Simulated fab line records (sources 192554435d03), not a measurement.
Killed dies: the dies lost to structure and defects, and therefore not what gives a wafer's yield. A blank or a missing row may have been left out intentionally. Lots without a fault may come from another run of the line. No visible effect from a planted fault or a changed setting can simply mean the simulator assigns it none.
Matching of chambers | flow n5_finfet | N5_MOL_CONTACT_COAG_ETCH_91 on rie_diel-03: 4 sister chambers
The step etches SOC in N2/H2, target depth 60 nm, overetch 21 nm, time 101.2 s. 4 wafers are shown with their chamber, then 9 later ones without.

EACH WAFER AND ITS CHAMBER
wafer  | chamber | throttle_valve_pct (%)
L078.5 | 3       | 17.68
L081.2 | 0       | 17.24
L081.4 | 1       | 17.51
L081.5 | 2       | 17.26

WAFERS WITH NO CHAMBER GIVEN
wafer  | throttle_valve_pct (%)
L094.1 | 17.71
L094.5 | 17.31
L094.6 | 17.55
L097.2 | 17.30
L097.4 | 17.32
L097.5 | 17.32
L096.1 | 17.28
L096.2 | 17.57
L096.4 | 17.30

THE CHAMBER EACH PASSED THROUGH
wafer  | from the rows above     | in truth
L094.1 | 3                       | 3
L094.5 | can't be placed: 2 or 0 | 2
L094.6 | can't be placed: 1 or 3 | 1
L097.2 | can't be placed: 2 or 0 | 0
L097.4 | can't be placed: 2 or 0 | 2
L097.5 | can't be placed: 2 or 0 | 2
L096.1 | can't be placed: 2 or 0 | 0
L096.2 | can't be placed: 1 or 3 | 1
L096.4 | can't be placed: 2 or 0 | 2
Correctly placed: 1 of 9. Can't be placed from these rows: 8 (the true chamber is among the candidates in 8). Wrongly placed: 0.
How it was worked out, from the rows above alone: a wafer's distance from a chamber is the root of the sum, over the readings, of the square of ((its reading less the chamber's mean) divided by the reading's scatter). The wafer belongs to the nearest chamber; if the next one is less than 2 further off, it can't be placed. A chamber's mean is the mean of its shown wafers. The scatter: with one shown wafer a chamber, the root of the mean of the squares of how far each hidden wafer lies from its nearest shown one.
